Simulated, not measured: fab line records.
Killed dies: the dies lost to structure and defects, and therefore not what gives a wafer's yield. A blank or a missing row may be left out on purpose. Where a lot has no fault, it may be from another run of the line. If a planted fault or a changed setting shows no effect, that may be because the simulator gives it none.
fab line records / flow n5Finfet
record: lots: 3 wafers: 9 lastDay: 17
route steps=1938 shown BEOL_M0@739 BEOL_M1@751 BEOL_M4@1111 PASSIVATION@1936
lots untouched by any fault: they come from a run of this same line in which no faults occurred
startH: start of the lot's first displayed wafer, in hours after the record's first day / waitH: hours elapsed since this lot's preceding step / " identical to the entry in the row above / L1.1+2: a single row standing in for several wafers / - no value, or no start was given / * or withheld: withheld / < > ~ a bound
route shown NAME@n: NAME is a module with steps in the file, n the number in the route of the first one / usual: average and standard deviation across the fault-free wafers / same: alike in all rows / chamber/n: place in a boat / sites: per-site readings / _std_site: the values' standard deviation / _edge_site: inner sites' mean taken away from outer sites' mean / radiusMm: how far each site lies from the wafer's centre / mask NAME#n: copy n / behind: the last tool/chamber to shape the wafer / hold: why the lot went on hold/how many hours it stayed there/how the hold came to an end / device: whichever transistor did not switch (one of n, p or np) / end of line: tests run on the same wafers once the route is complete / for a step that has no rows: nothing shown but its recipe / killed: not the wafer's yield, but the dies lost to structure and defects at the first sort / map: the dies of a wafer, with x for killed, . for not killed, _ for no die there
set.NAME: the setting as run; set.NAME@STEP: as run at that earlier step / model.NAME: the simulator's own value behind a step, which no gauge read
certain route steps with their lots: each step a table, each wafer a row
services: a tool's chamber out of use, with start hour (startH, from the record's first day; less than 0 if before it), hours out, and reason
== steps ==
step: N5_BEOL_M0_ANNEAL_135
recipe: tempC: 400 timeS: 60 ambient: vacuum
step: N5_BEOL_M0_SPUTTER_141
recipe: material: Cu targetThkA: 40 tempC: -20 chamberPressurePa: 0.07 powerW: withheld timeS: 7.37
step: N5_BEOL_M0_ECD_118
recipe: material: Cu targetThkA: 3000
step: N5_BEOL_M0_ANNEAL_119
recipe: tempC: 225 timeS: 90 ambient: N2
step: N5_BEOL_M0_CMP_120
recipe: stopOn: SiOC tOverpolishS: 6.9 downForcePsi: 1 platenRpm: 50 clearingPlatenDownForcePsi: 1.5 clearingPlatenRpm: 50 postCmpClean: cuAlkaline clearingPlatenPadVelocityMS: 0.99484 padVelocityMS: 0.99484
step: N5_BEOL_M0_PRE_CLEAN_131
recipe: gas: NH3/H2 timeS: 15 tempC: * rfPowerW: 300
step: N5_BEOL_M0_CO_CAP_123
recipe: material: Co targetThkA: 20 tempC: 200 precursor: CCTBA/H2 pressureTorr: 30 timeS: 102.1
step: N5_BEOL_M0_PRE_CLEAN_124
recipe: gas: NH3 timeS: 15 tempC: withheld rfPowerW: 300
step: N5_BEOL_M0_DEP_125
recipe: material: SiCN targetThkA: 80 tempC: withheld precursor: 3MS/NH3 pressureTorr: 3 rfW: 202 timeS: 14
step: N5_BEOL_M1_ILD_DEP_00
recipe: material: SiOC targetThkA: 790 tempC: 350 precursor: DEMS/O2 pressureTorr: 5 rfW: 500 timeS: 15.3
usual: heaterPowerW: 469/68 showerheadPlenumPTorr: 5.700/0.014 throttleValvePct: 12.0/0.48
lot.wafer=L847.4 tool=pecvd-03 chamber=0 startH=124.48 waitH=0.1 heaterPowerW=438 showerheadPlenumPTorr=5.720 throttleValvePct=12.0
lot.wafer=L847.5 tool=pecvd-03 chamber=1 startH=124.48 waitH=0.1 heaterPowerW=361 showerheadPlenumPTorr=5.673 throttleValvePct=12.3
lot.wafer=L847.6 tool=pecvd-03 chamber=2 startH=124.48 waitH=0.1 heaterPowerW=421 showerheadPlenumPTorr=5.694 throttleValvePct=11.6
lot.wafer=L863.1 tool=pecvd-03 chamber=1 startH=218.53 waitH=0.0 heaterPowerW=445 showerheadPlenumPTorr=5.672 throttleValvePct=12.5
lot.wafer=L863.5 tool=pecvd-03 chamber=2 startH=218.53 waitH=0.0 heaterPowerW=388 showerheadPlenumPTorr=5.698 throttleValvePct=11.3
lot.wafer=L863.6 tool=pecvd-03 chamber=0 startH=218.53 waitH=0.0 heaterPowerW=465 showerheadPlenumPTorr=5.718 throttleValvePct=11.8
lot.wafer=L869.3 tool=pecvd-02 chamber=1 startH=250.04 waitH=0.0 heaterPowerW=483 showerheadPlenumPTorr=5.714 throttleValvePct=12.1
lot.wafer=L869.5 tool=pecvd-02 chamber=2 startH=250.04 waitH=0.0 heaterPowerW=523 showerheadPlenumPTorr=5.684 throttleValvePct=11.6
lot.wafer=L869.6 tool=pecvd-02 chamber=1 startH=250.04 waitH=0.0 heaterPowerW=491 showerheadPlenumPTorr=5.698 throttleValvePct=11.9
step: N5_BEOL_M1_PECVD_72
recipe: material: SiO2 targetThkA: 160 tempC: 400 precursor: TEOS/O2 pressureTorr: 5.5 rfW: 450 teosFlowSccm: 53.8 gas: O2 flowSccm: 3000 timeS: 18
step: N5_BEOL_M1_HM_DEP_02
recipe: material: TiN targetThkA: 200 tempC: 25 chamberPressurePa: 0.49996
step: N5_BEOL_M1_COAT_61
recipe: resist: SOC tempC: 250 timeS: 60 spinRpm: 1500 resistThkNm: 60
step: N5_BEOL_M1_COAT_62
recipe: resist: SiARC tempC: 220 timeS: 60 spinRpm: 1500 resistThkNm: 12
step: N5_BEOL_M1_COAT_73
recipe: resist: underlayer tempC: 205 timeS: 60 spinRpm: 1500 resistThkNm: 5
step: N5_BEOL_M1_COAT_05
recipe: resist: CAR-EUV spinRpm: 1500 resistThkNm: 30
step: N5_BEOL_M1_EBR_07
recipe: solvent: PGMEA ebrWidthMm: 1.5
step: N5_BEOL_M1_SOFTBAKE_06
recipe: tempC: 110 timeS: 60 resist: CAR-EUV
step: N5_BEOL_M1_EXPOSE_08
recipe: maskId: M1 na: 0.33 sourceShape: dipole sigmaInner: 0.369 sigmaOuter: 0.767 polarization: unpolarized doseMj: 33
step: N5_BEOL_M1_PEB_09
recipe: pebTempC: 100 pebTimeS: 60 resist: CAR-EUV
step: N5_BEOL_M1_DEVELOP_10
recipe: developTimeS: 30 developer: TMAH resist: CAR-EUV rinseLiquid: surfactantRinse dry: airSpin devTempC: 23
step: N5_BEOL_M1_INSPECT_13
recipe: mode: adi inspectInstrument: brightfield
usual: rawDefectCount: 417/110
lot.wafer=L847.4 tool=defectInspect-01 chamber=- startH=125.80 waitH=0.0 rawDefectCount=471
lot.wafer=L847.5 tool=defectInspect-01 chamber=- startH=125.80 waitH=0.0 rawDefectCount=523
lot.wafer=L847.6 tool=defectInspect-01 chamber=- startH=125.80 waitH=0.0 rawDefectCount=406
lot.wafer=L863.1 tool=defectInspect-01 chamber=- startH=219.31 waitH=0.1 rawDefectCount=2009
lot.wafer=L863.5 tool=defectInspect-01 chamber=- startH=219.31 waitH=0.1 rawDefectCount=376
lot.wafer=L863.6 tool=defectInspect-01 chamber=- startH=219.31 waitH=0.1 rawDefectCount=559
lot.wafer=L869.3 tool=defectInspect-02 chamber=- startH=252.36 waitH=0.0 rawDefectCount=352
lot.wafer=L869.5 tool=defectInspect-02 chamber=- startH=252.36 waitH=0.0 rawDefectCount=546
lot.wafer=L869.6 tool=defectInspect-02 chamber=- startH=252.36 waitH=0.0 rawDefectCount=433
step: N5_BEOL_M1_DESCUM_16
recipe: chemistry: O2 timeS: 7 sourcePowerW: 50 biasPowerW: 20 pressureMtorr: 20 rfFrequencyHz: 2.712e+07 tempC: 40 resist: CAR-EUV o2FlowSccm: 225
step: N5_BEOL_M1_ETCH_74
recipe: chemistry: N2/H2 target: underlayer targetDepthA: 65 maskMaterial: CAR-EUV timeS: 5.2 ionEnergyEv: 200 pressureMtorr: 30 sourceW: 840 biasW: 150 n2FlowSccm: 200 h2FlowSccm: 200 ends: cleared
step: N5_BEOL_M1_ETCH_63
recipe: chemistry: CF4 target: SiARC targetDepthA: 156 maskMaterial: CAR-EUV timeS: 26 ionEnergyEv: 80 pressureMtorr: 40 sourceW: 545 biasW: 36 Ar_flow_sccm: 100 cf4FlowSccm: 100 ends: cleared
step: N5_BEOL_M1_ETCH_64
recipe: chemistry: N2/H2 target: SOC targetDepthA: 750 overetchA: 150 maskMaterial: SiARC tempC: 40 timeS: 112.5 ionEnergyEv: 200 pressureMtorr: 30 sourceW: 840 biasW: 150 n2FlowSccm: 200 h2FlowSccm: 200
step: N5_BEOL_M1_STRIP_65
recipe: chemistry: N2/H2 tempC: 40 n2FlowSccm: 200 h2FlowSccm: 200 rfFrequencyHz: 6e+07
step: N5_BEOL_M1_STRIP_75
recipe: chemistry: N2/H2 tempC: 40 n2FlowSccm: 200 h2FlowSccm: 200 rfFrequencyHz: 6e+07
step: N5_BEOL_M1_STRIP_66
recipe: chemistry: CF4 resist: SiARC powerW: 300 biasPowerW: 75 pressureMtorr: 50 cf4FlowSccm: 150 rfFrequencyHz: 6e+07
step: N5_BEOL_M1_HM_OPEN_17
recipe: chemistry: Cl2/BCl3 targetDepthA: 200 overetchA: 60 target: TiN maskMaterial: SOC ionEnergyEv: 150 pressureMtorr: 10 icpW: 1000 biasW: 126 Cl2_flow_sccm: 53.25 bcl3FlowSccm: 21.75 Ar_flow_sccm: 25
step: N5_BEOL_M1_STRIP_19
recipe: chemistry: O2 powerW: 400 tempC: 40 pressureMtorr: 30 rfFrequencyHz: 6e+07 biasPowerW: 0 overashFraction: 0.2 o2FlowSccm: 225
step: N5_BEOL_M1_COAT_67
recipe: resist: SOC tempC: 250 timeS: 60 spinRpm: 1500 resistThkNm: 60
step: N5_BEOL_M1_COAT_68
recipe: resist: SiARC tempC: 220 timeS: 60 spinRpm: 1500 resistThkNm: 12
step: N5_BEOL_M1_COAT_76
recipe: resist: underlayer tempC: 205 timeS: 60 spinRpm: 1500 resistThkNm: 5
step: N5_BEOL_M1_COAT_22
recipe: resist: CAR-EUV spinRpm: 1500 resistThkNm: 30
step: N5_BEOL_M1_INSPECT_30
recipe: mode: adi inspectInstrument: brightfield
usual: rawDefectCount: 414/100
lot.wafer=L847.4 tool=defectInspect-02 chamber=- startH=126.80 waitH=0.0 rawDefectCount=394
lot.wafer=L847.5 tool=defectInspect-02 chamber=- startH=126.80 waitH=0.0 rawDefectCount=458
lot.wafer=L847.6 tool=defectInspect-02 chamber=- startH=126.80 waitH=0.0 rawDefectCount=340
lot.wafer=L863.1 tool=defectInspect-02 chamber=- startH=220.31 waitH=0.1 rawDefectCount=1944
lot.wafer=L863.5 tool=defectInspect-02 chamber=- startH=220.31 waitH=0.1 rawDefectCount=337
lot.wafer=L863.6 tool=defectInspect-02 chamber=- startH=220.31 waitH=0.1 rawDefectCount=475
lot.wafer=L869.3 tool=defectInspect-01 chamber=- startH=253.23 waitH=0.0 rawDefectCount=405
lot.wafer=L869.5 tool=defectInspect-01 chamber=- startH=253.23 waitH=0.0 rawDefectCount=615
lot.wafer=L869.6 tool=defectInspect-01 chamber=- startH=253.23 waitH=0.0 rawDefectCount=502
step: N5_BEOL_M4_RC_MEAS_101
usual: DIBL_N: 36.9/1.7 DIBL_P: 36.7/2.1 IOFF_N: 0.17/0.032 IOFF_P: 0.22/0.036 ION_N: 674/12 ION_P: 461/7 SS_N: 71.7/0.6 SS_P: 73.4/0.67 VT_N: 249/3.1 VT_P: -250/3.2
lot.wafer=L847.4 tool=prober-01 chamber=0 startH=169.98 waitH=0.5 DIBL_N[mV/V]=34.7 DIBL_P[mV/V]=33.9 IOFF_N[nA/um]=0.12 IOFF_P[nA/um]=0.16 ION_N[uA/um]=660 ION_P[uA/um]=450 SS_N[mV/dec]=71.9 SS_P[mV/dec]=72.5 VT_N[mV]=257 VT_P[mV]=-253
lot.wafer=L847.5 tool=prober-01 chamber=0 startH=169.98 waitH=0.5 DIBL_N[mV/V]=36.5 DIBL_P[mV/V]=35.9 IOFF_N[nA/um]=0.15 IOFF_P[nA/um]=0.18 ION_N[uA/um]=666 ION_P[uA/um]=452 SS_N[mV/dec]=71.3 SS_P[mV/dec]=73.2 VT_N[mV]=252 VT_P[mV]=-253
lot.wafer=L847.6 tool=prober-01 chamber=0 startH=169.98 waitH=0.5 DIBL_N[mV/V]=36.2 DIBL_P[mV/V]=36.0 IOFF_N[nA/um]=0.15 IOFF_P[nA/um]=0.19 ION_N[uA/um]=679 ION_P[uA/um]=462 SS_N[mV/dec]=71.5 SS_P[mV/dec]=73.2 VT_N[mV]=249 VT_P[mV]=-253
lot.wafer=L863.1 tool=prober-01 chamber=0 startH=252.85 waitH=0.0 DIBL_N[mV/V]=38.0 DIBL_P[mV/V]=37.6 IOFF_N[nA/um]=0.18 IOFF_P[nA/um]=0.20 ION_N[uA/um]=676 ION_P[uA/um]=459 SS_N[mV/dec]=72.0 SS_P[mV/dec]=73.0 VT_N[mV]=250 VT_P[mV]=-251
lot.wafer=L863.5 tool=prober-01 chamber=0 startH=252.85 waitH=0.0 DIBL_N[mV/V]=35.6 DIBL_P[mV/V]=34.2 IOFF_N[nA/um]=0.12 IOFF_P[nA/um]=0.15 ION_N[uA/um]=653 ION_P[uA/um]=443 SS_N[mV/dec]=71.8 SS_P[mV/dec]=72.2 VT_N[mV]=254 VT_P[mV]=-257
lot.wafer=L863.6 tool=prober-01 chamber=0 startH=252.85 waitH=0.0 DIBL_N[mV/V]=38.3 DIBL_P[mV/V]=38.6 IOFF_N[nA/um]=0.18 IOFF_P[nA/um]=0.21 ION_N[uA/um]=685 ION_P[uA/um]=460 SS_N[mV/dec]=72.3 SS_P[mV/dec]=73.8 VT_N[mV]=248 VT_P[mV]=-252
lot.wafer=L869.3 tool=prober-02 chamber=0 startH=295.51 waitH=0.3 DIBL_N[mV/V]=40.0 DIBL_P[mV/V]=40.8 IOFF_N[nA/um]=0.26 IOFF_P[nA/um]=0.32 ION_N[uA/um]=698 ION_P[uA/um]=473 SS_N[mV/dec]=73.2 SS_P[mV/dec]=75.6 VT_N[mV]=244 VT_P[mV]=-245
lot.wafer=L869.5 tool=prober-02 chamber=0 startH=295.51 waitH=0.3 DIBL_N[mV/V]=38.0 DIBL_P[mV/V]=38.5 IOFF_N[nA/um]=0.20 IOFF_P[nA/um]=0.27 ION_N[uA/um]=691 ION_P[uA/um]=468 SS_N[mV/dec]=72.0 SS_P[mV/dec]=73.5 VT_N[mV]=250 VT_P[mV]=-246
lot.wafer=L869.6 tool=prober-02 chamber=0 startH=295.51 waitH=0.3 DIBL_N[mV/V]=37.7 DIBL_P[mV/V]=38.6 IOFF_N[nA/um]=0.20 IOFF_P[nA/um]=0.28 ION_N[uA/um]=682 ION_P[uA/um]=466 SS_N[mV/dec]=71.4 SS_P[mV/dec]=74.5 VT_N[mV]=247 VT_P[mV]=-246
step: N5_PASSIVATION_PROBE_49
usual: defectLimitedYield: 91.7/1.5 killed_at_M0_to_M3: 32/9.6 killed_at_M4_up: 13/5.3 killedAtContacts: 12/6.8 killedAtFrontEnd: 36/9.8 killedAtOther: 4/3.1 killedDies: 98/17 killedOpen: 65/13 killedShort: 32/8.5 sort_bin_5_function: 4.9/0.93 sort_bin_6_memory: 3.2/0.67 sort_bin_8_speed: 0.00/0.02 sortNPass: 1082/17 sortYieldPct: 91.7/1.4
same: grossDies: 1180 killedAtBackSide: 0 sort_bin_4_leakage[%]: 0
lot.wafer=L847.4 tool=prober-01 chamber=- startH=272.27 waitH=0.2 defectLimitedYield[%]=93.8 killed_at_M0_to_M3=32 killed_at_M4_up=7 killedAtContacts=6 killedAtFrontEnd=26 killedAtOther=2 killedDies=73 killedOpen=47 killedShort=22 sort_bin_5_function[%]=3.7 sort_bin_6_memory[%]=2.2 sort_bin_8_speed[%]=0 sortNPass=1107 sortYieldPct[%]=93.8
lot.wafer=L847.5 tool=prober-01 chamber=- startH=272.32 waitH=0.2 defectLimitedYield[%]=93.1 killed_at_M0_to_M3=29 killed_at_M4_up=4 killedAtContacts=12 killedAtFrontEnd=34 killedAtOther=2 killedDies=81 killedOpen=46 killedShort=34 sort_bin_5_function[%]=4.7 sort_bin_6_memory[%]=1.7 sort_bin_8_speed[%]=0 sortNPass=1099 sortYieldPct[%]=93.1
lot.wafer=L847.6 tool=prober-01 chamber=- startH=272.37 waitH=0.3 defectLimitedYield[%]=91.9 killed_at_M0_to_M3=38 killed_at_M4_up=11 killedAtContacts=4 killedAtFrontEnd=39 killedAtOther=4 killedDies=96 killedOpen=65 killedShort=28 sort_bin_5_function[%]=5.1 sort_bin_6_memory[%]=2.9 sort_bin_8_speed[%]=0 sortNPass=1084 sortYieldPct[%]=91.9
lot.wafer=L863.1 tool=prober-01 chamber=- startH=362.08 waitH=0.0 defectLimitedYield[%]=79.6 killed_at_M0_to_M3=174 killed_at_M4_up=8 killedAtContacts=26 killedAtFrontEnd=31 killedAtOther=2 killedDies=241 killedOpen=71 killedShort=20 sort_bin_5_function[%]=12.0 sort_bin_6_memory[%]=4.1 sort_bin_8_speed[%]=0 sortNPass=939 sortYieldPct[%]=79.6
killed by level:class
L847.4 BEOL_M0_SAQP:geometricParticle:short=9 STI_FIN_REVEAL:geometricParticle:open=8 BEOL_M0_SAQP:geometricParticle:open=7 MOL_CONTACT_COAG:geometricParticle:open=6 FIN_SAQP:geometricParticle:open=5 BEOL_M3:geometricParticle:open=5 BEOL_M1:geometricParticle:open=4 BEOL_M2:geometricParticle:open=4
L847.5 BEOL_M0_SAQP:geometricParticle:short=9 BEOL_M0_SAQP:geometricParticle:open=9 MOL_CONTACT_COAG:geometricParticle:open=8 FIN_SAQP:geometricParticle:short=7 GATE_CUT:geometricParticle:short=5 BEOL_M3:geometricParticle:open=5 DUMMY_GATE:geometricParticle:open=4 MOL_CONTACT_COAG:geometricParticle:short=4
L847.6 STI_FIN_REVEAL:geometricParticle:open=11 BEOL_M0_SAQP:geometricParticle:open=10 BEOL_M1:geometricParticle:open=9 FIN_SAQP:geometricParticle:short=7 BEOL_M2:geometricParticle:open=5 MOL_CONTACT_COAG:geometricParticle:open=4 BEOL_M0_SAQP:geometricParticle:short=4 BEOL_M3:geometricParticle:short=4
L863.1 BEOL_M1:unspecified=149 MOL_CONTACT_COAG:geometricParticle:open=22 FIN_SAQP:geometricParticle:open=10 BEOL_M3:geometricParticle:open=6 GATE_CUT:geometricParticle:open=5 BEOL_M0_SAQP:geometricParticle:short=5 BEOL_M2:geometricParticle:open=5 MOL_CONTACT_COAG:geometricParticle:short=4
map L863.1 (x killed, . not)
_________________......x.xx..________________
______________....x..xx.xxxxxxxx_____________
___________..x......x.xxxxxxxxxxxxx__________
__________.........x.xxxxxxxxxxxxxx._________
________..............xxxxxxxxxxxxxx.._______
_______.....x.......xxxxxxxxxxxxxxxx..x______
______......x.x....x.xxxxxxxxxxxxxxxx..._____
_____...............xxxxxxxxxxxxxxxx.....____
____...............x..xxxxxxxxxxxxx...x...___
___x.................xxxxxxxxxxxxxx..x.x...__
___.........x...........xxxxxxxxxxxxxx.....__
__........x...........x...xxxxxxxx.........._
__.........x..x........x.....x..x.xx........_
_............................x......x........
_.........x.x...................x............
_...........x...x.x................x.........
_........x..................x................
_x...........................x..x..xx........
_..........x...............x.................
_.........x..xx.............x........x.......
_x...x..x.....x.....x........x....x..........
__x........................x..............x._
__...x........x......x...................x.._
___...........................x............__
___..............x.............x.....x.....__
____.......xx....x..........x............x___
_____..xx......x..........x.......x......____
______..................x........x..xx.._____
_______..............................x.______
________........x.......x............._______
__________..x..xx..x................_________
___________........x......x........__________
______________.....x............_____________
_________________......x.....________________
map L847.6 (x killed, . not)
_________________....x.......________________
______________.x................_____________
___________.........x..............__________
__________...x.x..........x........._________
________............x.....x...x......x_______
_______.....x........................x.______
______..........x................x....x._____
_____........x...x............x.x....x...____
____................x............x.....x..___
___..............x......x..................__
___....x......x......xx....x...............__
__..............................x..........._
__..........x.............x................._
_....x........x......x.........x...x..x......
_................................x.......x...
_.x...................x.......x..............
_.....x.............x.x.......x.....x........
_..........x........x........................
_........................x.....x.............
_................x.x.........................
_...........xxx.x.............x..............
__....x..........x.......x......x..........._
__......x.....x.....x..xxx.................._
___...x.....x......xx......................__
___....................................x...__
____............x.........................___
_____........x.............xx.x....x.....____
______...........................x......_____
_______............x..................x______
________...........x.x................_______
__________.....xx..................._________
___________....x.........x.x.xx....__________
______________.......x...x......_____________
_________________.......x....________________
== services ==
tool=pecvd-03 chamber=1 startH=140.56 hours=5.5 kind=scheduledDown
tool=pecvd-03 chamber=2 startH=164.62 hours=5.5 kind=scheduledDown
tool=pecvd-03 chamber=2 startH=211.82 hours=5.0 kind=scheduledDown
== key ==
firstSign: step: N5_BEOL_M1_INSPECT_13 reading: rawDefectCount direction: up sigmas: 14 usual: 417 struck: 2009
effect: step: N5_BEOL_M1_INSPECT_30 reading: rawDefectCount direction: up sigmas: 15 usual: 414 struck: 1944
effect: step: N5_PASSIVATION_PROBE_49 reading: killed_at_M0_to_M3 direction: up sigmas: 15 usual: 32 struck: 174
moreKillsBornAt: N5_BEOL_M1_ILD_DEP_00@pecvd-03: 149
metAt N5_BEOL_M1_ILD_DEP_00
struckWafers L863.1
onsetBetween 124.48 218.53
fault: kind: chamberParticleSource tool: pecvd-03 chamber: 1 onsetH: 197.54 steps: N5_BEOL_M1_ILD_DEP_00 ratePerVisitCm2: 2.1898 endH: 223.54
